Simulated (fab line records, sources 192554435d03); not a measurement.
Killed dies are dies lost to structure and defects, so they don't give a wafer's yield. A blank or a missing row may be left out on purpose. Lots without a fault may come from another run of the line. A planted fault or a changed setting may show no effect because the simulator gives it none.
Chamber matching | flow n5_finfet | N5_SD_EPI_N_ETCH_34 on rie_diel-05: 4 sister chambers
The step etches SiARC in CF4, target depth 45.5 nm, time 75.8 s. 20 wafers are shown with their chamber, then 10 later ones without.

WAFERS WITH THEIR CHAMBER
wafer  | chamber | drypump_motor_current_A (A) | showerhead_plenum_p_Torr (Torr) | throttle_valve_pct (%)
L075.2 | 0       | 6.3                         | 2.19                            | 15.86
L075.4 | 3       | 6.6                         | 2.23                            | 15.64
L075.5 | 3       | 6.6                         | 2.23                            | 15.64
L076.4 | 0       | 6.3                         | 2.19                            | 15.87
L076.5 | 2       | 5.7                         | 2.21                            | 15.91
L076.6 | 3       | 6.5                         | 2.23                            | 15.66
L077.1 | 1       | 5.4                         | 2.04                            | 15.71
L077.4 | 0       | 6.3                         | 2.19                            | 15.88
L077.6 | 3       | 6.6                         | 2.23                            | 15.69
L080.3 | 3       | 6.6                         | 2.22                            | 15.68
L080.4 | 0       | 6.3                         | 2.19                            | 15.89
L080.5 | 2       | 5.7                         | 2.21                            | 15.93
L083.2 | 0       | 6.3                         | 2.19                            | 15.92
L083.3 | 1       | 5.4                         | 2.03                            | 15.75
L083.4 | 3       | 6.6                         | 2.22                            | 15.70
L087.2 | 2       | 5.7                         | 2.20                            | 15.97
L087.4 | 2       | 5.8                         | 2.20                            | 15.97
L087.6 | 2       | 5.8                         | 2.20                            | 15.97
L092.1 | 2       | 5.8                         | 2.20                            | 16.00
L092.2 | 3       | 6.6                         | 2.21                            | 15.72

SIGNATURES (means of the wafers above)
reading                  | chamber 0 | chamber 1 | chamber 2 | chamber 3 | scatter within a chamber
drypump_motor_current_A  | 6.300     | 5.400     | 5.750     | 6.586     | 0.0384
showerhead_plenum_p_Torr | 2.1900    | 2.0350    | 2.2033    | 2.2243    | 0.00589
throttle_valve_pct       | 15.8840   | 15.7300   | 15.9583   | 15.6757   | 0.0293
Rule: a wafer's distance from a chamber is the root of the sum, over the readings, of the square of ((its reading less the chamber's mean) divided by the reading's scatter). The wafer belongs to the nearest chamber; if the next one is less than 2 further off, it can't be placed. The scatter: the root of (the sum of the squares of (reading less its chamber's mean) over the shown wafers, divided by (wafers less chambers)).

WAFERS WITHOUT THEIR CHAMBER
wafer  | drypump_motor_current_A (A) | showerhead_plenum_p_Torr (Torr) | throttle_valve_pct (%)
L092.5 | 5.4                         | 2.03                            | 15.76
L093.1 | 6.6                         | 2.21                            | 15.74
L093.4 | 6.3                         | 2.18                            | 15.44
L093.5 | 6.6                         | 2.21                            | 15.76
L094.1 | 6.6                         | 2.21                            | 15.74
L094.5 | 6.3                         | 2.18                            | 15.45
L094.6 | 6.6                         | 2.21                            | 15.75
L096.3 | 5.8                         | 2.20                            | 16.00
L096.4 | 5.4                         | 2.28                            | 15.28
L096.6 | 6.6                         | 2.21                            | 15.77

WHICH CHAMBER EACH WENT THROUGH
wafer  | from the rows above     | in truth
L092.5 | 1                       | 1
L093.1 | 3                       | 3
L093.4 | can't be placed: 3 or 0 | 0
L093.5 | 3                       | 3
L094.1 | 3                       | 3
L094.5 | can't be placed: 3 or 0 | 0
L094.6 | 3                       | 3
L096.3 | 2                       | 2
L096.4 | 2                       | 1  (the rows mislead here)
L096.6 | 3                       | 3
Placed correctly: 7 of 10. Can't be placed from these rows: 2 (the true chamber is among the candidates in 2). Placed wrongly: 1.
